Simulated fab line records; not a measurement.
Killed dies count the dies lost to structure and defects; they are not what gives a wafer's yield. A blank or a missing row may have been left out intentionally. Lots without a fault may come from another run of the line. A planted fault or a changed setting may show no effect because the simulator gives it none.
Chamber matching + flow n5 finfet + N5_BEOL_M2_ETCH_77 on rie diel-04 has 4 sister chambers
The step etches underlayer in N2/H2, target depth 6.5 nm, time 5.2 s. 4 wafers are shown with their chamber, then 12 later ones without.

## WAFERS, EACH WITH ITS CHAMBER
| wafer  | chamber | showerhead plenum p Torr (Torr) |
|--------|---------|---------------------------------|
| L085.1 | 0       | 2.62                            |
| L085.3 | 3       | 2.54                            |
| L085.5 | 1       | 2.44                            |
| L085.6 | 2       | 2.47                            |

## WAFERS WHOSE CHAMBER IS MISSING
| wafer  | showerhead plenum p Torr (Torr) |
|--------|---------------------------------|
| L087.2 | 2.54                            |
| L087.4 | 2.62                            |
| L087.5 | 2.54                            |
| L090.1 | 2.47                            |
| L090.4 | 2.62                            |
| L090.5 | 2.54                            |
| L092.1 | 2.47                            |
| L092.2 | 2.53                            |
| L092.5 | 2.47                            |
| L097.1 | 2.43                            |
| L097.2 | 2.47                            |
| L097.5 | 2.53                            |

## WHICH CHAMBER EACH ONE RAN IN
| wafer  | from the rows above | in truth |
|--------|---------------------|----------|
| L087.2 | 3                   | 3        |
| L087.4 | 0                   | 0        |
| L087.5 | 3                   | 3        |
| L090.1 | 2                   | 2        |
| L090.4 | 0                   | 0        |
| L090.5 | 3                   | 3        |
| L092.1 | 2                   | 2        |
| L092.2 | 3                   | 3        |
| L092.5 | 2                   | 2        |
| L097.1 | 1                   | 1        |
| L097.2 | 2                   | 2        |
| L097.5 | 3                   | 3        |
Correct placement for 12 of the 12. Number that these rows cannot place: 0. Number placed wrongly: 0.
How it was worked out, from the rows above alone: a wafer's distance from a chamber is the root of the sum, over the readings, of the square of ((its reading less the chamber's mean) divided by the reading's scatter). If the next closest chamber is less than 2 further off than the closest, the wafer can't be placed; otherwise it belongs to the closest. The mean given for a chamber averages the wafers shown for that chamber. The scatter: with one shown wafer a chamber, the root of the mean of the squares of how far each hidden wafer lies from its nearest shown one.
